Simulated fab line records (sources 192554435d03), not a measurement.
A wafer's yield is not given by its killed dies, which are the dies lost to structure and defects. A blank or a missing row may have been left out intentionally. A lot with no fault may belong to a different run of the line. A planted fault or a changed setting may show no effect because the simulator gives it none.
Matching of chambers + flow n5-finfet + N5_BEOL_M1_STRIP_66 on rie-diel-01: 4 sister chambers
The step strips in CF4. 14 wafers are shown with their chamber, then 7 later ones without.

## WAFERS WITH THEIR CHAMBER
| wafer  | chamber | showerhead-plenum-p-Torr (Torr) | drypump-motor-current-A (A) | throttle-valve-pct (%) |
|--------|---------|---------------------------------|-----------------------------|------------------------|
| L075.1 | 3       | 1.74                            | 4.7                         | 13.33                  |
| L075.3 | 1       | 1.73                            | 5.8                         | 13.32                  |
| L075.6 | 3       | 1.74                            | 4.7                         | 13.34                  |
| L081.3 | 3       | 1.74                            | 4.7                         | 13.36                  |
| L081.4 | 0       | 1.87                            | 5.7                         | 13.73                  |
| L081.5 | 3       | 1.74                            | 4.7                         | 13.35                  |
| L082.2 | 3       | 1.74                            | 4.6                         | 13.37                  |
| L082.3 | 1       | 1.73                            | 5.7                         | 13.34                  |
| L082.6 | 3       | 1.74                            | 4.6                         | 13.37                  |
| L083.3 | 0       | 1.86                            | 5.7                         | 13.73                  |
| L083.4 | 1       | 1.73                            | 5.8                         | 13.34                  |
| L083.5 | 2       | 1.75                            | 4.9                         | 13.32                  |
| L093.3 | 2       | 1.75                            | 4.9                         | 13.38                  |
| L093.4 | 0       | 1.86                            | 5.7                         | 13.76                  |

SIGNATURES, as means of the wafers listed above
| reading                  | chamber 0 | chamber 1 | chamber 2 | chamber 3 | scatter within a chamber |
|--------------------------|-----------|-----------|-----------|-----------|--------------------------|
| showerhead-plenum-p-Torr | 1.8633    | 1.7300    | 1.7500    | 1.7400    | 0.00258                  |
| drypump-motor-current-A  | 5.700     | 5.767     | 4.900     | 4.667     | 0.0447                   |
| throttle-valve-pct       | 13.7400   | 13.3333   | 13.3500   | 13.3533   | 0.02                     |
Rule: a wafer lies at a distance from a chamber equal to the root of the sum of squares, over the readings, of (its reading less the chamber's mean, divided by the reading's scatter). The wafer belongs to the nearest chamber; if the next one is less than 2 further off, it can't be placed. The scatter is the square root of a quotient: the sum, over the shown wafers, of each reading's squared deviation from its chamber's mean, divided by wafers minus chambers.

## WAFERS WITHOUT THEIR CHAMBER
| wafer  | showerhead-plenum-p-Torr (Torr) | drypump-motor-current-A (A) | throttle-valve-pct (%) |
|--------|---------------------------------|-----------------------------|------------------------|
| L093.6 | 1.75                            | 4.9                         | 13.36                  |
| L094.1 | 1.86                            | 5.8                         | 13.77                  |
| L094.4 | 1.72                            | 5.8                         | 13.39                  |
| L094.6 | 1.86                            | 5.8                         | 13.79                  |
| L097.2 | 1.72                            | 5.8                         | 13.40                  |
| L097.3 | 1.86                            | 5.7                         | 13.77                  |
| L097.6 | 1.73                            | 4.7                         | 13.43                  |

## WHICH CHAMBER EACH ONE RAN IN
| wafer  | from the rows above | in truth |
|--------|---------------------|----------|
| L093.6 | 2                   | 2        |
| L094.1 | 0                   | 0        |
| L094.4 | 1                   | 1        |
| L094.6 | 0                   | 0        |
| L097.2 | 1                   | 1        |
| L097.3 | 0                   | 0        |
| L097.6 | 3                   | 3        |
7 of 7 placed correctly. Not placeable from these rows: 0. 0 placed wrongly.
